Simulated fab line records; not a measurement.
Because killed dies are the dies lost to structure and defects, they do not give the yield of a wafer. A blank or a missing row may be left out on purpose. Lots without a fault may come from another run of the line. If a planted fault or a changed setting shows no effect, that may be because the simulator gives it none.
Split-lot study    flow n5 finfet    route with 1938 steps; 7 lots, 39 wafers read

== ON THE SPLIT ==
At N5_FIN_SAQP_SPACER2_ALD_28 (deposits SiO2, target thk 8.1 nm, pulse time 1 s, purge time 2 s), the setting target thk a was moved away from the recipe's 81 angstrom on 15 of the 39 wafers read, by -7.8% to +12.0%. This setting was run at the recipe's value on the other wafers.

== FROM THE SPLIT TO THE READING: what the file shows between them, 6 steps ==
- N5_FIN_SAQP_SPACER2_ETCHBACK_29: etches SiO2 in CHF3/O2, target depth 12.2 nm, time 6.1 s
- N5_FIN_SAQP_MANDREL2_REMOVE_60: chemistry HBr/Cl2/O2, target a-Si, stops on SiNx, bt time 10 s
- N5_FIN_SAQP_HM_OPEN_33: chemistry CH3F/O2, target SiNx, target depth 49.4 nm, time 70.6 s
- N5_FIN_SAQP_ETCH_34: etches SiO2 in C4F6/O2, target depth 45 nm, time 15 s
- N5_FIN_SAQP_STRIP_77: strips in N2/H2, time 90 s
- N5_FIN_SAQP_ETCH_64: etches SiO2 in CF4, target depth 1.5 nm

== THE READING ==
FIN_SAQP.cd nm (the simulator's own value, which no gauge read), in nm, at N5_FIN_SAQP_FIN_ETCH_36 (etches the open film in HBr/Cl2/O2, target depth 120 nm, time 50.4 s). The file gives no usual value for it. The 24 wafers here that ran the recipe average 8.2 nm, standard deviation 0.081 nm.

wafer   tool, chamber at the split  target thk a as run, angstrom  against the recipe  FIN_SAQP.cd nm, nm  against lot-mates on the recipe
L078.3  ald sin-03, 2               81                             recipe              8.2                 -
L078.4  ald sin-03, 1               81                             recipe              8.2                 -
L078.6  ald sin-03, 1               81                             recipe              8.2                 -
L081.1  ald sin-03, 1,2,1           85.73                          +5.8%               8.6                 +0.4
L081.3  ald sin-03, 1,2,1           85.73                          +5.8%               8.6                 +0.4
L081.6  ald sin-03, 1,2,1           85.73                          +5.8%               8.6                 +0.4
L081.2  ald sin-03, 3,0             81                             recipe              8.2                 -
L081.4  ald sin-03, 0               81                             recipe              8.2                 -
L081.5  ald sin-03, 3,0             81                             recipe              8.2                 -
L082.1  ald sin-01, 0,3,2           88.44                          +9.2%               8.8                 +0.7
L082.5  ald sin-01, 0,3,2           88.44                          +9.2%               8.8                 +0.7
L082.2  ald sin-01, 0,3,2           88.44                          +9.2%               9                   +0.9
L082.3  ald sin-01, 2,1,3           81                             recipe              8.2                 -
L082.4  ald sin-01, 2,1,3           81                             recipe              8                   -
L082.6  ald sin-01, 2,1,3           81                             recipe              8                   -
L083.1  ald sin-03, 2,3             81                             recipe              8                   -
L083.2  ald sin-03, 0               81                             recipe              8.2                 -
L083.3  ald sin-03, 2,3             81                             recipe              8.2                 -
L083.4  ald sin-03, 1,1,0           89.56                          +10.6%              9.2                 +1.1
L083.5  ald sin-03, 1,1,0           89.56                          +10.6%              8.8                 +0.7
L083.6  ald sin-03, 1,1,0           89.56                          +10.6%              9                   +0.9
L089.1  ald sin-02, 2,3,0,1,2,3     81                             recipe              8.2                 -
L089.2  ald sin-02, 2,3,0,1,2,3     81                             recipe              8.2                 -
L089.3  ald sin-02, 2,3,0,1,2,3     81                             recipe              8.2                 -
L089.4  ald sin-02, 2,3,0,1,2,3     81                             recipe              8.2                 -
L089.5  ald sin-02, 2,3,0,1,2,3     81                             recipe              8.2                 -
L089.6  ald sin-02, 2,3,0,1,2,3     81                             recipe              8.2                 -
L094.1  ald sin-03, 0,1             81                             recipe              8.2                 -
L094.2  ald sin-03, 3               81                             recipe              8.2                 -
L094.3  ald sin-03, 2               74.68                          -7.8%               7.6                 -0.5
L094.5  ald sin-03, 1,2             74.68                          -7.8%               7.6                 -0.5
L094.6  ald sin-03, 1,2             74.68                          -7.8%               7.6                 -0.5
L094.4  ald sin-03, 0,1             81                             recipe              8                   -
L096.1  ald sin-01, 0,3             81                             recipe              8.2                 -
L096.3  ald sin-01, 1               81                             recipe              8.2                 -
L096.2  ald sin-01, 2,0,3           90.75                          +12.0%              9                   +0.9
L096.5  ald sin-01, 2,0,3           90.75                          +12.0%              9                   +0.9
L096.6  ald sin-01, 2,0,3           90.75                          +12.0%              9                   +0.9
L096.4  ald sin-01, 0,3             81                             recipe              8                   -
Where a row lists several chambers, the file gives one row for several wafers and doesn't say which wafer went through which chamber.

THE FIT
A straight line over all 39 wafers: FIN_SAQP.cd nm changes by +0.0741 nm for each +1% of target thk a; r = +0.98; the points scatter about the line by 0.088 nm.
The same after taking each lot's own level away (the mean of its wafers on the recipe; 39 wafers): +0.076 nm for each +1%; r = +0.98; scatter 0.086 nm.
On that fit, the largest move of target thk a shifts the reading by 0.91 nm.
From 8.07 to 8.20 nm: that is the span of the lots' own levels, equal to 1.6 times the standard deviation above.
Consequently the slope shifts little with the lot-to-lot level, the two slopes agreeing.
Check: +0.932 nm against its lot-mates is what the line predicts for one of the wafers moved furthest among these (+12.0%) when that wafer is left out of the fit. Against them it came out at +0.867 nm.

== THE WHOLE CHAIN: every reading that the file lists as answering this split, in the file's order ==
step                            what it does                                                          reading                                                                                  change (the file's fit)                 r (the file's)
N5_FIN_SAQP_SPACER2_ALD_28      deposits SiO2, target thk 8.1 nm, pulse time 1 s, purge time 2 s      SiO2_of_FIN_SAQP_SPACER2_ALD_28.thk nm (the simulator's own value, which no gauge read)  +0.0806 nm for each +1% of the setting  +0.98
N5_FIN_SAQP_MANDREL2_REMOVE_60  chemistry HBr/Cl2/O2, target a-Si, stops on SiNx, bt time 10 s        FIN_SAQP.cd nm (the simulator's own value, which no gauge read)                          +0.0749 nm for each +1% of the setting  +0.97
N5_FIN_SAQP_HM_OPEN_33          chemistry CH3F/O2, target SiNx, target depth 49.4 nm, time 70.6 s     FIN_SAQP.cd nm (the simulator's own value, which no gauge read)                          +0.0805 nm for each +1% of the setting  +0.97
N5_FIN_SAQP_ETCH_34             etches SiO2 in C4F6/O2, target depth 45 nm, time 15 s                 FIN_SAQP.cd nm (the simulator's own value, which no gauge read)                          +0.0757 nm for each +1% of the setting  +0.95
N5_FIN_SAQP_ETCH_64             etches SiO2 in CF4, target depth 1.5 nm                               FIN_SAQP.cd nm (the simulator's own value, which no gauge read)                          +0.0804 nm for each +1% of the setting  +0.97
N5_FIN_SAQP_FIN_ETCH_36         etches the open film in HBr/Cl2/O2, target depth 120 nm, time 50.4 s  FIN_SAQP.cd nm (the simulator's own value, which no gauge read)                          +0.0767 nm for each +1% of the setting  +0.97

== FILE'S OWN FIT ==
FIN_SAQP.cd nm changes by +0.0767 nm for each +1% of target thk a, r = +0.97.
